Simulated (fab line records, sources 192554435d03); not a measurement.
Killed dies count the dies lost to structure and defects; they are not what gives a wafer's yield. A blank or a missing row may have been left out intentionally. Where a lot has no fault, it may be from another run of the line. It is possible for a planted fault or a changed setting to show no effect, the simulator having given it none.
fab line records    flow n5-finfet    part 1 of 2: steps 1 to 18 of 26
record lots=5  wafers=15  last-day=17
route steps=1938 shown HKMG_FIN@447 GATE_CUT@465
lots that met no fault: from a run of the same line without faults
start-h: hours from the record's first day to the start of the lot's first wafer shown    wait-h: hours since the lot's step before    " the same as in the row above    L1.1+2: a single row standing in for several wafers    - no value, or no start was given    * or withheld: withheld    < > ~ a bound
route shown NAME@n: NAME is a module with steps in the file, n the number in the route of the first one    usual: mean/standard deviation of fault-free wafers    same: alike in all rows    chamber/n: place in a boat    sites: per-site readings    _std_site: the standard deviation of these    _edge_site: mean of outer sites minus mean of inner sites    radius-mm: how far each site lies from the wafer's centre    mask NAME#n: copy n    behind: tool/chamber where the wafer was last shaped    hold: reason for holding the lot/hours on hold/outcome of the hold    device: whichever transistor did not switch (one of n, p or np)    end of line: tests of these same wafers at the route's end    step lacking rows: just its recipe    killed: dies lost to structure and defects at the first sort, not the wafer's yield    map: the dies of a wafer, with x for killed, . for not killed, _ for no die there
set.NAME: the setting as run; set.NAME@STEP: as run at that earlier step    model.NAME: the simulator's own value behind a step, which no gauge read
lots at some steps of the route; a table a step, a row a wafer
services: from which hour (start-h, from the record's first day; less than 0 if before it) a tool's chamber was out of use, for how many hours, and why
## steps
# step N5_HKMG_FIN_STRIP_88
# recipe chemistry=N2/H2  power-w=2500  temp-c=300  h2-frac=0.65  time-s=360  pressure-mtorr=withheld  n2-flow-sccm=1750  h2-flow-sccm=3250
# usual drypump-motor-current-A=5.5/0.63  heater-power-w=455/18
lot.wafer  tool             chamber  start-h  wait-h  drypump-motor-current-A  heater-power-w  rf-hours-counter-h
L078.1     plasma-asher-02  0        106.38   0.0     5.4                      457             45
L078.3     "                0        "        "       5.4                      447             -
L078.5     "                1        "        "       5.1                      428             -
L086.2     plasma-asher-01  1        151.28   0.0     5.0                      480             88
L086.5     "                1        "        "       5.0                      476             -
L086.6     "                0        "        "       6.8                      464             -
L089.1     plasma-asher-02  0        173.30   0.0     5.4                      451             63
L089.2     "                1        "        "       5.1                      442             63
L089.4     "                0        "        "       5.4                      460             -
L090.2     plasma-asher-01  0        180.43   0.0     6.8                      468             95
L090.3     "                1        "        "       5.0                      474             -
L090.5     "                1        "        "       5.0                      490             -
L095.1     plasma-asher-01  1        202.78   0.0     5.0                      483             100
L095.3     "                0        "        "       6.8                      470             -
L095.4     "                1        "        "       5.1                      482             -
# step N5_HKMG_FIN_NWFM_ALD_20
# recipe material=TiAlC  target-thk-a=20  temp-c=300  ald-precursor-family=TiCl4  ald-co-reactant=TEA  pulse-time-s=3  purge-time-s=2  co-reactant-purge-time-s=2  co-reactant-pulse-time-s=10  ald-cycles=7  pressure-torr=3
# usual heater-power-w=473/47  precursor-pulse-height-rel=1.002/0.02
lot.wafer  tool          chamber  start-h  wait-h  heater-power-w  precursor-pulse-height-rel
L078.1     ald-metal-02  0        106.76   0.3     410             1.008
L078.3     "             3        "        "       492             0.989
L078.5     "             3        "        "       495             1.030
L086.2     ald-metal-02  2        151.67   0.3     484             1.022
L086.5     "             1        "        "       464             0.996
L086.6     "             2        "        "       483             0.964
L089.1     ald-metal-03  0        173.68   0.3     560             1.024
L089.2     "             3        "        "       467             0.990
L089.4     "             2        "        "       514             0.996
L090.2     ald-metal-03  0        180.81   0.3     564             0.953
L090.3     "             1        "        "       516             0.969
L090.5     "             3        "        "       467             1.001
L095.1     ald-metal-02  1        203.16   0.3     466             1.020
L095.3     "             0        "        "       400             1.002
L095.4     "             3        "        "       489             0.988
# step N5_HKMG_FIN_ALD_71
# recipe material=TiN  target-thk-a=10  temp-c=400  ald-precursor-family=TiCl4  ald-co-reactant=NH3  pulse-time-s=1  purge-time-s=3  co-reactant-purge-time-s=2  co-reactant-pulse-time-s=2  ald-cycles=47  pressure-torr=3
# usual heater-power-w=844/83  precursor-pulse-height-rel=0.997/0.019
lot.wafer  tool          chamber  start-h  wait-h  heater-power-w  precursor-pulse-height-rel
L078.1     ald-metal-02  0        106.86   0.0     718             0.972
L078.3     "             3        "        "       854             1.025
L078.5     "             3        "        "       867             0.963
L086.2     ald-metal-02  2        151.77   0.0     846             1.027
L086.5     "             1        "        "       824             0.984
L086.6     "             2        "        "       861             0.963
L089.1     ald-metal-03  0        173.78   0.0     1033            1.049
L089.2     "             3        "        "       823             1.035
L089.4     "             2        "        "       892             1.018
L090.2     ald-metal-03  0        180.91   0.0     1015            1.003
L090.3     "             1        "        "       927             0.987
L090.5     "             3        "        "       816             0.983
L095.1     ald-metal-02  1        203.26   0.0     831             0.969
L095.3     "             0        "        "       723             0.984
L095.4     "             3        "        "       884             0.993
# step N5_HKMG_FIN_COAT_66
# recipe resist=SOC  temp-c=250  time-s=60  spin-rpm=1500  resist-thk-nm=300
# usual spin-speed-rpm=1500.1/1
lot.wafer  tool            chamber  start-h  wait-h  spin-speed-rpm
L078.1     litho-track-01  0        107.14   0.2     1501.1
L078.3     "               0        "        "       1499.5
L078.5     "               0        "        "       1501.2
L086.2     litho-track-01  0        152.05   0.2     1500.1
L086.5     "               0        "        "       1500.2
L086.6     "               0        "        "       1499.6
L089.1     litho-track-04  0        174.05   0.2     1500.4
L089.2     "               0        "        "       1499.9
L089.4     "               0        "        "       1500.4
L090.2     litho-track-04  0        181.19   0.2     1499.9
L090.3     "               0        "        "       1499.2
L090.5     "               0        "        "       1500.2
L095.1     litho-track-05  0        203.54   0.2     1498.6
L095.3     "               0        "        "       1498.7
L095.4     "               0        "        "       1500.1
# step N5_HKMG_FIN_ETCH_67
# recipe chemistry=N2/H2  target=SOC  target-depth-a=3889  stop-on=TiN  ion-energy-ev=100  bias-w=61  pressure-mtorr=30  source-w=850  n2-flow-sccm=200  h2-flow-sccm=200
# usual drypump-motor-current-A=5.8/0.31  oes-product-au=0.81/0.092  rf-vpp-V=240.8/1.3  showerhead-plenum-p-Torr=2.55/0.091  throttle-valve-pct=17.74/0.29
lot.wafer  tool         chamber  start-h  wait-h  drypump-motor-current-A  oes-product-au  rf-hours-counter-h  rf-vpp-V  showerhead-plenum-p-Torr  throttle-valve-pct
L078.1     rie-diel-05  0        107.35   -       5.6                      0.72            197                 239.6     2.52                      17.66
L078.3     "            2        "        "       6.2                      0.96            3                   242.2     2.56                      17.16
L078.5     "            1        "        "       5.3                      0.82            -                   242.9     2.70                      17.59
L086.2     rie-diel-04  0        152.11   -       5.4                      0.71            186                 239.3     2.40                      17.70
L086.5     "            1        "        "       6.0                      0.68            -                   239.9     2.41                      17.42
L086.6     "            2        "        "       5.8                      0.91            -                   240.4     2.51                      17.67
L089.1     rie-diel-05  0        174.22   -       5.6                      0.70            225                 240.8     2.51                      17.71
L089.2     "            3        "        "       5.9                      0.76            171                 239.0     2.55                      18.23
L089.4     "            1        "        "       5.3                      0.79            97                  241.2     2.68                      17.64
L090.2     rie-diel-03  0        181.60   -       5.7                      0.94            8                   242.3     2.62                      17.71
L090.3     "            2        "        "       6.2                      0.82            70                  243.1     2.68                      18.13
L090.5     "            3        "        "       5.3                      0.82            -                   239.9     2.60                      17.84
L095.1     rie-diel-05  0        203.71   -       5.6                      0.70            236                 240.5     2.51                      17.74
L095.3     "            1        "        "       5.3                      0.78            108                 242.1     2.68                      17.65
L095.4     "            3        "        "       5.9                      0.75            182                 240.3     2.54                      18.24
# step N5_HKMG_FIN_STRIP_90
# recipe chemistry=N2/H2  material=SOC  time-s=20  power-w=500  temp-c=40  pressure-mtorr=50  rf-frequency-hz=6e+07  bias-power-w=8  h2-frac=0.5  n2-flow-sccm=300  h2-flow-sccm=300
# usual drypump-motor-current-A=5.8/0.31  oes-product-au=0.82/0.095  rf-vpp-V=54.2/0.86  showerhead-plenum-p-Torr=3.37/0.12  throttle-valve-pct=19.0/0.56
lot.wafer  tool         chamber  start-h  wait-h  drypump-motor-current-A  oes-product-au  rf-hours-counter-h  rf-vpp-V  showerhead-plenum-p-Torr  throttle-valve-pct
L078.1     rie-diel-05  0        107.41   0.0     5.6                      0.73            197                 54.4      3.33                      19.0
L078.3     "            2        "        "       6.2                      0.98            3                   54.8      3.39                      18.1
L078.5     "            1        "        "       5.3                      0.81            -                   54.0      3.55                      18.6
L086.2     rie-diel-04  0        152.17   0.0     5.4                      0.71            186                 52.9      3.17                      18.6
L086.5     "            1        "        "       6.0                      0.69            -                   53.6      3.18                      18.5
L086.6     "            2        "        "       5.8                      0.91            -                   54.0      3.32                      19.5
L089.1     rie-diel-05  0        174.28   0.0     5.6                      0.71            225                 53.7      3.32                      19.1
L089.2     "            3        "        "       5.8                      0.78            171                 55.6      3.37                      20.1
L089.4     "            1        "        "       5.3                      0.78            97                  53.8      3.54                      18.7
L090.2     rie-diel-03  0        181.66   0.0     5.7                      0.95            8                   53.8      3.46                      19.1
L090.3     "            2        "        "       6.2                      0.83            70                  54.9      3.54                      19.1
L090.5     "            3        "        "       5.3                      0.83            -                   55.2      3.43                      19.2
L095.1     rie-diel-05  0        203.77   0.0     5.6                      0.70            236                 54.4      3.31                      19.1
L095.3     "            1        "        "       5.3                      0.77            108                 54.7      3.53                      18.7
L095.4     "            3        "        "       5.9                      0.78            182                 55.1      3.36                      20.1
# step N5_HKMG_FIN_WET_ETCH_73
# recipe chemistry=SC1  mix=1:2:40  temp-c=50  time-s=42.3  target-depth-nm=1.3  dry=ipa-marangoni  rinse-time-s=30  rinse-temp-c=23
# usual bath-guard-temp-C=50.2/0.55  h2o2-flow-mL-min=69.75/0.21
lot.wafer  tool          chamber  start-h  wait-h  bath-guard-temp-C  h2o2-flow-mL-min
L078.1     wet-bench-02  7        107.51   0.1     49.8               69.67
L078.3     "             0        "        "       50.4               69.54
L078.5     "             2        "        "       49.9               69.84
L086.2     wet-bench-05  0        152.31   0.1     50.4               69.62
L086.5     "             2        "        "       50.2               70.02
L086.6     "             5        "        "       49.6               69.77
L089.1     wet-bench-05  7        174.38   0.1     50.5               69.97
L089.2     "             5        "        "       49.5               70.25
L089.4     "             2        "        "       50.4               69.80
L090.2     wet-bench-03  1        181.76   0.1     49.6               69.51
L090.3     "             3        "        "       49.8               69.48
L090.5     "             2        "        "       49.9               69.60
L095.1     wet-bench-03  4        203.87   0.1     49.4               70.09
L095.3     "             3        "        "       49.8               69.85
L095.4     "             5        "        "       50.2               69.39
# step N5_HKMG_FIN_ETCHBACK_68
# recipe chemistry=Cl2/Ar  stop-on=HfO2  target-depth-a=5  pressure-mtorr=10  icp-w=600  bias-w=60  Cl2_flow_sccm=40  Ar_flow_sccm=60
# usual drypump-motor-current-A=5.6/0.46  mfc-cl2-sccm=40.01/0.12  oes-product-au=0.74/0.1  throttle-valve-pct=20.78/0.22
lot.wafer  tool          chamber  start-h  wait-h  drypump-motor-current-A  mfc-cl2-sccm  oes-product-au  rf-hours-counter-h  throttle-valve-pct
L078.1     rie-metal-01  0        107.57   0.0     5.5                      40.15         0.62            105                 20.85
L078.3     "             0        "        "       5.5                      39.91         0.63            -                   20.85
L078.5     "             1        "        "       5.0                      40.13         0.79            -                   20.80
L086.2     rie-metal-02  1        152.37   0.0     5.4                      40.02         0.59            124                 21.17
L086.5     "             0        "        "       5.2                      40.19         0.89            -                   20.61
L086.6     "             1        "        "       5.4                      39.99         0.60            -                   21.16
L089.1     rie-metal-02  0        174.44   0.0     5.2                      39.89         0.88            17                  20.62
L089.2     "             1        "        "       5.4                      40.00         0.59            127                 21.17
L089.4     "             1        "        "       5.4                      39.99         0.59            -                   21.19
L090.2     rie-metal-01  0        181.82   0.0     5.5                      40.18         0.62            109                 20.86
L090.3     "             1        "        "       5.0                      40.08         0.78            -                   20.80
L090.5     "             1        "        "       5.0                      40.08         0.78            -                   20.81
L095.1     rie-metal-03  0        203.93   0.0     6.3                      39.99         0.77            39                  20.52
L095.3     "             1        "        "       6.1                      40.07         0.76            -                   20.78
L095.4     "             0        "        "       6.3                      39.93         0.77            -                   20.53
# step N5_HKMG_FIN_STRIP_69
# recipe chemistry=N2/H2  power-w=2500  temp-c=300  h2-frac=0.65  time-s=360  pressure-mtorr=withheld  n2-flow-sccm=1750  h2-flow-sccm=3250
# usual drypump-motor-current-A=5.5/0.65  heater-power-w=457/19
lot.wafer  tool             chamber  start-h  wait-h  drypump-motor-current-A  heater-power-w  rf-hours-counter-h
L078.1     plasma-asher-02  0        107.71   0.1     5.4                      446             45
L078.3     "                1        "        "       5.1                      431             -
L078.5     "                1        "        "       5.1                      432             -
L086.2     plasma-asher-01  1        152.51   0.1     5.0                      488             88
L086.5     "                1        "        "       5.0                      479             -
L086.6     "                0        "        "       6.8                      468             -
L089.1     plasma-asher-02  0        174.58   0.1     5.4                      448             64
L089.2     "                1        "        "       5.1                      432             64
L089.4     "                1        "        "       5.1                      427             -
L090.2     plasma-asher-02  0        181.96   0.1     5.4                      461             65
L090.3     "                1        "        "       5.1                      440             -
L090.5     "                1        "        "       5.1                      428             -
L095.1     plasma-asher-01  0        204.07   0.1     6.8                      474             100
L095.3     "                1        "        "       5.0                      470             -
L095.4     "                0        "        "       6.7                      469             -
# step N5_HKMG_FIN_ALD_21
# recipe material=TiN  target-thk-a=15  temp-c=400  ald-precursor-family=TiCl4  ald-co-reactant=NH3  pulse-time-s=1  purge-time-s=3  co-reactant-purge-time-s=2  co-reactant-pulse-time-s=2  ald-cycles=68  pressure-torr=3
# usual heater-power-w=855/85  precursor-pulse-height-rel=1.001/0.019
lot.wafer  tool          chamber  start-h  wait-h  heater-power-w  precursor-pulse-height-rel
L078.1     ald-metal-04  0        108.10   0.3     692             1.026
L078.3     "             2        "        "       774             0.993
L078.5     "             3        "        "       880             1.019
L086.2     ald-metal-02  3        152.89   0.3     905             0.971
L086.5     "             3        "        "       896             0.997
L086.6     "             0        "        "       700             0.976
L089.1     ald-metal-04  2        174.96   0.3     776             1.010
L089.2     "             1        "        "       950             0.994
L089.4     "             3        "        "       879             0.997
L090.2     ald-metal-02  3        182.34   0.3     859             0.997
L090.3     "             2        "        "       861             1.007
L090.5     "             3        "        "       869             0.992
L095.1     ald-metal-02  2        204.45   0.3     853             0.988
L095.3     "             3        "        "       851             1.024
L095.4     "             1        "        "       829             0.997
# step N5_HKMG_FIN_ALD_72
# recipe material=W  target-thk-a=20  temp-c=300  pressure-torr=7.5  ald-precursor-family=WF6  ald-co-reactant=B2H6  pulse-time-s=1  purge-time-s=2  co-reactant-purge-time-s=2  co-reactant-pulse-time-s=3  ald-cycles=7
# usual heater-power-w=482/39  precursor-pulse-height-rel=0.998/0.019
lot.wafer  tool      chamber  start-h  wait-h  heater-power-w  precursor-pulse-height-rel
L078.1     cvd-w-01  1        108.46   0.2     512             1.010
L078.3     "         1        "        "       518             1.034
L078.5     "         0        "        "       432             1.026
L086.2     cvd-w-01  0        153.25   0.2     416             1.015
L086.5     "         0        "        "       415             1.013
L086.6     "         1        "        "       528             1.007
L089.1     cvd-w-02  0        175.33   0.2     500             1.024
L089.2     "         1        "        "       478             1.017
L089.4     "         0        "        "       499             0.958
L090.2     cvd-w-02  0        182.71   0.2     497             1.005
L090.3     "         1        "        "       489             1.002
L090.5     "         1        "        "       485             1.002
L095.1     cvd-w-02  0        204.81   0.2     504             1.002
L095.3     "         1        "        "       484             0.971
L095.4     "         0        "        "       495             0.970
# step N5_HKMG_FIN_W_FILL_22
# recipe material=W  target-thk-a=600  temp-c=400  pressure-torr=39.4  time-s=18.2
# usual heater-power-w=860/68  throttle-valve-pct=19.6/0.66
lot.wafer  tool      chamber  start-h  wait-h  heater-power-w  throttle-valve-pct
L078.1     cvd-w-01  1        108.52   0.0     915             18.8
L078.3     "         1        "        "       932             18.8
L078.5     "         0        "        "       749             19.4
L086.2     cvd-w-01  0        153.31   0.0     759             19.6
L086.5     "         0        "        "       770             19.8
L086.6     "         1        "        "       916             19.0
L089.1     cvd-w-02  0        175.39   0.0     887             20.6
L089.2     "         1        "        "       871             19.0
L089.4     "         0        "        "       894             20.9
L090.2     cvd-w-02  0        182.77   0.0     882             20.4
L090.3     "         1        "        "       849             18.9
L090.5     "         1        "        "       855             19.2
L095.1     cvd-w-02  0        204.87   0.0     901             20.5
L095.3     "         1        "        "       857             19.3
L095.4     "         0        "        "       904             20.6
# step N5_HKMG_FIN_PRECLEAN_83
# recipe chemistry=DIW  time-s=57.5  temp-c=23
lot.wafer   tool          chamber  start-h  wait-h
L078.1+3+5  wet-bench-02  4,0,1    108.58   0.0
L086.2+5+6  wet-bench-02  3,2,4    153.37   0.0
L089.1+2+4  wet-bench-02  4,3,2    175.45   0.0
L090.2+3+5  wet-bench-05  1,4,0    182.83   0.0
L095.1+3+4  wet-bench-03  3,4,5    204.93   0.0
# step N5_HKMG_FIN_SRD_84
# recipe dry-time-s=32  dry=n2-spin  spin-rpm=1500
lot.wafer   tool          chamber  start-h  wait-h
L078.1+3+5  wet-bench-02  4,0,1    108.60   0.0
L086.2+5+6  wet-bench-02  3,2,4    153.39   0.0
L089.1+2+4  wet-bench-02  4,3,2    175.47   0.0
L090.2+3+5  wet-bench-05  1,4,0    182.84   0.0
L095.1+3+4  wet-bench-03  3,4,5    204.95   0.0
# step N5_HKMG_FIN_CMP_23
# recipe stop-on=SiNx  t-overpolish-s=10  post-cmp-clean=rinse-only  down-force-psi=4  platen-rpm=50.289  pad-velocity-m-s=1.0006  target-thk-nm=46.326
# usual motor-current-A=12.1/1.3  overpolish-run-s=10.000/0.0089  retaining-ring-pressure-frac=1.000/0.0055  time-to-endpoint-s=10/3
lot.wafer  tool    chamber  start-h  wait-h  motor-current-A  overpolish-run-s  retaining-ring-pressure-frac  time-to-endpoint-s
L078.3     cmp-03  1        108.79   0.2     14.4             9.990             1.004                         12
L078.1     "       2        "        "       12.3             10.009            1.007                         7
L078.5     "       0        "        "       10.7             10.001            1.001                         12
L086.2     cmp-04  2        153.58   0.2     12.2             9.986             1.002                         16
L086.6     "       0        "        "       10.4             9.987             1.008                         16
L086.5     "       1        "        "       9.4              9.999             1.015                         9
L089.1     cmp-01  2        175.50   0.0     10.8             10.005            1.008                         13
L089.2     "       0        "        "       13.1             9.997             1.009                         15
L089.4     "       1        "        "       10.9             10.007            1.000                         9
L090.3     cmp-03  2        182.88   0.0     11.3             10.002            1.000                         5
L090.2     "       3        "        "       12.3             9.998             0.992                         11
L090.5     "       2        "        "       11.7             9.989             0.996                         8
L095.4     cmp-01  0        205.06   0.1     13.7             10.001            1.010                         13
L095.3     "       1        "        "       10.7             9.998             0.983                         12
L095.1     "       2        "        "       10.6             9.984             0.993                         13
# step N5_HKMG_FIN_CMP_94
# recipe stop-on=SiNx  post-cmp-clean=w-dilute-nh4oh  t-overpolish-s=4.7  down-force-psi=4  platen-rpm=50.289  pad-velocity-m-s=1.0006  target-thk-nm=43.299
# usual motor-current-A=12.1/1.3  retaining-ring-pressure-frac=1.001/0.0054
lot.wafer  tool    chamber  start-h  wait-h  motor-current-A  retaining-ring-pressure-frac
L078.3     cmp-03  1        109.17   0.3     15.0             0.995
L078.1     "       2        "        "       12.5             0.999
L078.5     "       0        "        "       10.5             1.003
L086.2     cmp-04  2        153.96   0.3     11.4             1.009
L086.6     "       0        "        "       11.4             0.994
L086.5     "       1        "        "       10.0             0.993
L089.1     cmp-01  2        175.98   0.4     11.3             0.999
L089.2     "       0        "        "       13.3             1.002
L089.4     "       1        "        "       10.1             0.995
L090.3     cmp-03  2        183.36   0.4     12.5             1.009
L090.2     "       3        "        "       11.7             1.000
L090.5     "       2        "        "       11.7             1.010
L095.4     cmp-01  0        205.49   0.3     13.2             0.999
L095.3     "       1        "        "       10.2             1.000
L095.1     "       2        "        "       10.6             1.001
# step N5_HKMG_FIN_INSPECT_28
# recipe inspect-instrument=darkfield  mode=post-cmp
# usual raw-defect-count=41/20
lot.wafer  tool               chamber  start-h  wait-h  raw-defect-count
L078.1     defect-inspect-02  -        109.34   0.0     40
L078.3     "                  -        "        "       21
L078.5     "                  -        "        "       27
L086.2     defect-inspect-01  -        154.13   0.0     65
L086.5     "                  -        "        "       31
L086.6     "                  -        "        "       41
L089.1     defect-inspect-02  -        176.21   0.0     34
L089.2     "                  -        "        "       34
L089.4     "                  -        "        "       51
L090.2     defect-inspect-02  -        183.59   0.0     67
L090.3     "                  -        "        "       118
L090.5     "                  -        "        "       36
L095.1     defect-inspect-02  -        205.69   0.0     38
L095.3     "                  -        "        "       23
L095.4     "                  -        "        "       36
# step N5_GATE_CUT_ETCHBACK_00
# recipe chemistry=SF6/Cl2  target=W  pressure-mtorr=8  icp-w=900  bias-w=80  SF6_flow_sccm=40  Cl2_flow_sccm=60
# usual drypump-motor-current-A=5.6/0.45  mfc-cl2-sccm=59.99/0.18  oes-product-au=0.75/0.095  throttle-valve-pct=27.45/0.22
lot.wafer  tool          chamber  start-h  wait-h  drypump-motor-current-A  mfc-cl2-sccm  oes-product-au  rf-hours-counter-h  throttle-valve-pct
L078.1     rie-metal-01  1        109.37   0.0     5.0                      60.16         0.78            37                  27.62
L078.3     "             1        "        "       5.0                      59.86         0.80            -                   27.64
L078.5     "             1        "        "       5.1                      59.81         0.80            -                   27.61
L086.2     rie-metal-02  1        154.17   0.0     5.4                      59.76         0.61            124                 27.80
L086.5     "             0        "        "       5.3                      60.07         0.90            -                   27.46
L086.6     "             1        "        "       5.4                      59.81         0.63            -                   27.79
L089.1     rie-metal-01  1        176.25   0.0     5.0                      59.97         0.78            41                  27.63
L089.2     "             0        "        "       5.5                      60.23         0.62            109                 27.37
L089.4     "             0        "        "       5.5                      59.86         0.62            -                   27.37
L090.2     rie-metal-02  1        183.62   0.0     5.4                      59.80         0.61            127                 27.81
L090.3     "             1        "        "       5.4                      60.06         0.61            -                   27.79
L090.5     "             1        "        "       5.4                      60.02         0.61            -                   27.81
L095.1     rie-metal-03  0        205.78   0.1     6.3                      59.75         0.78            40                  27.09
L095.3     "             0        "        "       6.3                      59.96         0.79            -                   27.09
L095.4     "             1        "        "       6.0                      60.04         0.77            -                   27.42
